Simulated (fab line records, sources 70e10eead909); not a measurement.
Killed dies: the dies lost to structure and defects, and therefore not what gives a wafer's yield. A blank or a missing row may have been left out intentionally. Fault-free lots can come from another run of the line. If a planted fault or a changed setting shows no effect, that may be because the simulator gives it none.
8D (eight disciplines) problem report, filled in by code | flow nand harc | the parts of the form that need people (team, actions taken, sign-off) are left out

## 1. WHAT WENT WRONG
Wafers without a fault read 998 nm, standard deviation 9.8; thk nm at NHARC_A_ONON_D2_THK_MEAS_14 reads a mean of 466 nm on 6 wafers belonging to 2 lots. That puts it -54 standard deviations away from the usual mean.
The step: measures by ellipsometry.
Seen first at day 14 22:47 on film metro-01, wafer L443.3. The record holds 39 wafers of 13 lots with a number at this step. By rule, "out" or "out of limits" means more than 4 standard deviations away from the usual mean. The other wafers with a number count as sound.

## 2. WHAT IT IS; WHAT IT IS NOT
question                    | is                           | is not
which readings at this step | thk nm                       | -
which lots                  | L443, L445                   | L437, L438, L439, L440, L450, L451, L453, L456, L458, L459, L460
which wafers of those lots  | all that have a number       | -
read on which gauges        | film metro-01, film metro-02 | -
when                        | from day 14 22:47            | up to then (12 sound wafers); but 21 sound wafers of L450, L451, L453, L456, L458, L459, L460 came after

## 3. THE SUSPECTS, EACH WITH WHAT RULES IT OUT
Counting: a tool at any process step up to the reading remains a suspect when it ran all the lots that are out and ran no sound lot after the first of those.
- the gauge at NHARC_A_ONON_D2_THK_MEAS_14 has been ruled out. The wafers that are out were read on 2 gauges (film metro-01, film metro-02).
- pecvd onon-01 at NHARC_A_ONON_D2_DEP_12 (target thk 1000 nm): ruled out as a lasting fault. Sound lots L451, L458, L459, L460 ran on it after its first lot that is out, L443 (day 14 22:23).
Left after counting: nothing in the record.

## 4. THE CAUSE (what the simulator had put in)
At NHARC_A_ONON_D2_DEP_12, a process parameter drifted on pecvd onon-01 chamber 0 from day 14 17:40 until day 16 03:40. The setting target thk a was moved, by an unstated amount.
The count ruled it out by mistake, since the rule takes a fault to strike every lot its tool runs from the start of the fault on, and this one did not do so.

## 5. THE EFFECT CHAIN, in route order
One row per reading whose mean, taken over the struck wafers that have a number, lies over 3 standard deviations from the usual. Only readings whose record carries a usual standard deviation are examined. hours: median over the lots of the time between each lot's start at the first step of this table that gives one and its start at this step. sigmas: the change, counted in usual standard deviations.
hours | step                        | reading         | usual  | on struck wafers | change | sigmas
0     | NHARC_A_ONON_D2_THK_MEAS_14 | thk nm          | 998 nm | 466              | -532   | -54
291   | NHARC_END_SORT_01           | killed at array | 53     | 674              | +620   | +31
291   | NHARC_END_SORT_01           | killed dies     | 58     | 677              | +619   | +31

## 6. WHAT WOULD HAVE CAUGHT IT SOONER
5 hours passed between the start of the fault at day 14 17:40 and the first reading out of limits at a measuring or inspecting step in this record, taken at day 14 22:47.
